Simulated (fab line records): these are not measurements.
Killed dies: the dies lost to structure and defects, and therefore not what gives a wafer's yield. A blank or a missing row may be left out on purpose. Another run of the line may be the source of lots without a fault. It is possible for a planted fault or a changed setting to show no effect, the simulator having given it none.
The tool behind it: which one? -- flow n5Finfet -- 33 wafers from 11 lots sampled at 3 of the route's 1938 steps

WHAT THE GAUGES READ, wafer by wafer
N5_BEOL_M8_RS_MEAS_57: measures by four-point-probe.
lot,measured,on,M8_RS (ohm/sq)
L305,day 9 13:13,filmMetro-02,0.278 0.278 0.273
L308,day 10 08:43,filmMetro-02,0.303 0.299 0.273
L310,day 10 14:32,filmMetro-02,0.288 0.288 0.287
L311,day 10 20:27,filmMetro-01,0.292 0.287 0.296
L314,day 11 15:04,filmMetro-02,0.279 0.280 0.295
L313,day 11 15:18,filmMetro-02,0.291 0.300 0.299
L315,day 11 21:14,filmMetro-01,0.267 0.290 0.286
L320,day 13 04:24,filmMetro-02,0.281 0.298 0.289
L321,day 13 05:02,filmMetro-01,0.278 0.289 0.286
L326,day 14 19:49,filmMetro-01,0.285 0.267 0.302
L328,day 15 10:47,filmMetro-01,0.301 0.309 0.297

TOOL THAT RAN EACH LOT (tool first, then ch and the chambers of the sampled wafers, then the start)
lot,N5_BEOL_M8_SPUTTER_48,N5_BEOL_M8_CMP_52
L305,"pvdSputter-03, day 9 11:52","cmp-04 ch 1,2, day 9 12:47"
L308,"pvdSputter-02, day 10 07:38","cmp-03 ch 0,2,3, day 10 08:17"
L310,"pvdSputter-03, day 10 13:27","cmp-04 ch 0,2,3, day 10 14:05"
L311,"pvdSputter-01, day 10 19:21","cmp-04 ch 0,1,2, day 10 20:08"
L314,"pvdSputter-01, day 11 13:58","cmp-01 ch 0,1,3, day 11 14:38"
L313,"pvdSputter-01, day 11 14:22","cmp-04 ch 0,1,3, day 11 14:55"
L315,"pvdSputter-03, day 11 20:17","cmp-01 ch 0,1,3, day 11 20:50"
L320,"pvdSputter-02, day 13 01:55","cmp-03 ch 0,2,3, day 13 03:58"
L321,"pvdSputter-03, day 13 04:06","cmp-01 ch 0,1,3, day 13 04:39"
L326,"pvdSputter-03, day 14 18:52","cmp-03 ch 0,1,2, day 14 19:24"
L328,"pvdSputter-03, day 15 09:51","cmp-03 ch 0,1, day 15 10:23"
- N5_BEOL_M8_SPUTTER_48: material Cu, target thk 10 nm, time 1.667 s.
- N5_BEOL_M8_CMP_52: polishes, stops on SiCOH lowk, t overpolish 6.9 s, target thk 80 nm.

THE ANSWER, worked out from the rows above alone
Rule: usual is defined by the lots themselves. Put in order of their means at a reading, lots are off if they are a third of the lots or fewer, leave a main group of 4 or more, and stand apart from it by a gap of 3 or more times the standard deviation of the main group's means; of several such gaps the widest counts. The tables above print the reading to a certain number of digits; a main group whose means all agree to those digits is not used. A lot without any number at a reading at which 4 lots or more have one is off too. The other lots that the step has rows for count as sound.
None of the lots is off at any reading shown; this tells nothing.

WHAT HAD BEEN PUT IN BY THE SIMULATOR
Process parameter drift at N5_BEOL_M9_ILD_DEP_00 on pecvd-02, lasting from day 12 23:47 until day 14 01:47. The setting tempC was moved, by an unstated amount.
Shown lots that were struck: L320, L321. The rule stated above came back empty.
